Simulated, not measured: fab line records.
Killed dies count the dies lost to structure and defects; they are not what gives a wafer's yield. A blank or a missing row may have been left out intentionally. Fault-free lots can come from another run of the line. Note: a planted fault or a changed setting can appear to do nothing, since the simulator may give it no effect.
Matching of chambers    flow n5-finfet    N5_STI_FIN_REVEAL_ALD_00 on ald-sin-01: 4 sister chambers
The step deposits SiO2, target thk 1 nm, pulse time 1 s. 14 wafers are shown with their chamber, then 7 later ones without.

== WAFERS WITH THEIR CHAMBER ==
wafer   chamber  heater-power-outer-w (W)  heater-power-w (W)  precursor-pulse-height-rel
L074.2  1        315                       553                 0.980
L074.5  1        316                       546                 0.988
L074.6  2        277                       459                 1.040
L079.1  0        220                       403                 1.018
L079.4  1        317                       561                 1.036
L079.6  1        321                       543                 0.981
L082.1  3        223                       425                 1.036
L082.4  0        214                       410                 0.986
L082.6  1        318                       536                 1.044
L083.1  3        226                       422                 0.990
L083.2  0        218                       411                 0.996
L083.4  1        319                       543                 0.986
L090.1  0        196                       384                 0.977
L090.3  2        291                       481                 1.016

SIGNATURES, as means of the wafers listed above
reading                     chamber 0  chamber 1  chamber 2  chamber 3  scatter within a chamber
heater-power-outer-w        212.00     317.67     284.00     224.50     6.97
heater-power-w              402.00     547.00     470.00     423.50     10.5
precursor-pulse-height-rel  0.99425    1.00250    1.02800    1.01300    0.0256
Rule: for a wafer and a chamber, the distance is found by dividing, reading by reading, the gap between the wafer's reading and the chamber's mean by the reading's scatter, squaring, summing and taking the root. The wafer belongs to the nearest chamber; if the next one is less than 2 further off, it can't be placed. The scatter: take each reading less its chamber's mean, square it, sum over the shown wafers, divide by the number of wafers less the number of chambers, and take the root.

== WAFERS MISSING THEIR CHAMBER ==
wafer   heater-power-outer-w (W)  heater-power-w (W)  precursor-pulse-height-rel
L090.6  283                       475                 0.960
L091.4  198                       379                 0.990
L091.5  202                       385                 1.045
L091.6  210                       409                 1.020
L097.1  288                       480                 0.997
L097.4  210                       403                 0.962
L097.5  294                       478                 1.000

== WHICH CHAMBER EACH WENT THROUGH ==
wafer    from the rows above       in truth
L090.6   2                         2
L091.4   0                         0
L091.5   0                         0
L091.6   can't be placed: 0 or 3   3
L097.1   2                         2
L097.4   0                         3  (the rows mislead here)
L097.5   2                         2
Correctly placed: 5 of 7. Unplaceable from these rows: 1, with the true chamber sitting among the candidates in 1. Wrongly placed: 1.
